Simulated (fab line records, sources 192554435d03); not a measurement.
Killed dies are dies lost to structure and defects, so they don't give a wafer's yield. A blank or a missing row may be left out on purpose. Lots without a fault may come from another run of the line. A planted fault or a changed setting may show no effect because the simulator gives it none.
Problem report in the 8D (eight disciplines) form, filled by code | flow n5_finfet | the parts of the form that need people (team, actions taken, sign-off) are left out

1. THE PROBLEM
run_length_s at N5_BEOL_M2_CO_CAP_55 reads a mean of 154.2 s on 2 wafers of 2 lots; wafers without a fault read 125.0 s with a standard deviation of 0.42. That is +69 standard deviations from the usual mean.
The step: material Co, precursor CCTBA/H2, target thk 2 nm, time 102.1 s.
First seen on wafer L779.5, day 7 17:16, on cvd_co-01. The record holds 30 wafers of 10 lots with a number at this step. Rule for "out", or "out of limits": more than 4 standard deviations from the usual mean. The other wafers with a number count as sound.

2. WHAT IT IS AND WHAT IT IS NOT
question                    | is               | is not
which readings at this step | run_length_s     | heater_power_w
which lots                  | L779, L780       | L776, L777, L778, L782, L794, L796, L798, L799
which wafers of those lots  | L779.5, L780.5   | L779.2, L779.4, L780.3, L780.4
read on which tools         | cvd_co-01        | cvd_co-02
when                        | from day 7 17:16 | up to then (11 sound wafers); but 17 sound wafers of L780, L782, L794, L796, L798, L799 came after

3. SUSPECTS, AND WHAT RULES EACH OUT
Counting: a tool at a process step up to the reading stays a suspect if it ran every lot that is out. Sound lots after the first of them don't rule it out here, since some wafers of a struck lot are sound.
- cvd_co-01 at N5_BEOL_M2_CO_CAP_55 (material Co, precursor CCTBA/H2, target thk 2 nm, time 102.1 s): kept. It ran every lot that is out, first L779 (day 7 17:16); its last sound lot up to then is L778 (day 7 14:30). Its own readings are out on those wafers: run_length_s.
- Within cvd_co-01 at N5_BEOL_M2_CO_CAP_55: the wafers that are out ran in chambers 1, 2; their sound lot-mates ran in chamber 0.
Left after counting: cvd_co-01 at N5_BEOL_M2_CO_CAP_55.

4. THE CAUSE (what the simulator had put in)
Process parameter drift: cvd_co-01, from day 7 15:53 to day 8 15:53, at N5_BEOL_M2_CO_CAP_55. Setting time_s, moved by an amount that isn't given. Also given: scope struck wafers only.
Counting left only this tool.

5. THE CHAIN OF EFFECTS, in route order
Each row: a reading whose mean over the struck wafers that have a number lies more than 3 standard deviations from the usual. Only readings for which the record gives a usual standard deviation are gone through. hours: the time from each lot's start at the first step in this table that gives one to its start at this step, as a median over the lots. sigmas: the change in usual standard deviations.
hours | step                 | reading      | usual   | on struck wafers | change | sigmas
0     | N5_BEOL_M2_CO_CAP_55 | run_length_s | 125.0 s | 154.2            | +29.2  | +69
The process steps in it:
- N5_BEOL_M2_CO_CAP_55: material Co, precursor CCTBA/H2, target thk 2 nm, time 102.1 s.
Later measuring or inspecting steps at which every struck wafer that the step has a row for has a number for every such reading, and none has moved that far: N5_BEOL_M2_INSPECT_59, N5_BEOL_M4_RC_MEAS_101.

6. WHAT WOULD HAVE CAUGHT IT SOONER
In this record the first reading out of limits was taken at day 7 17:16, 1 hour after the fault began at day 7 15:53.
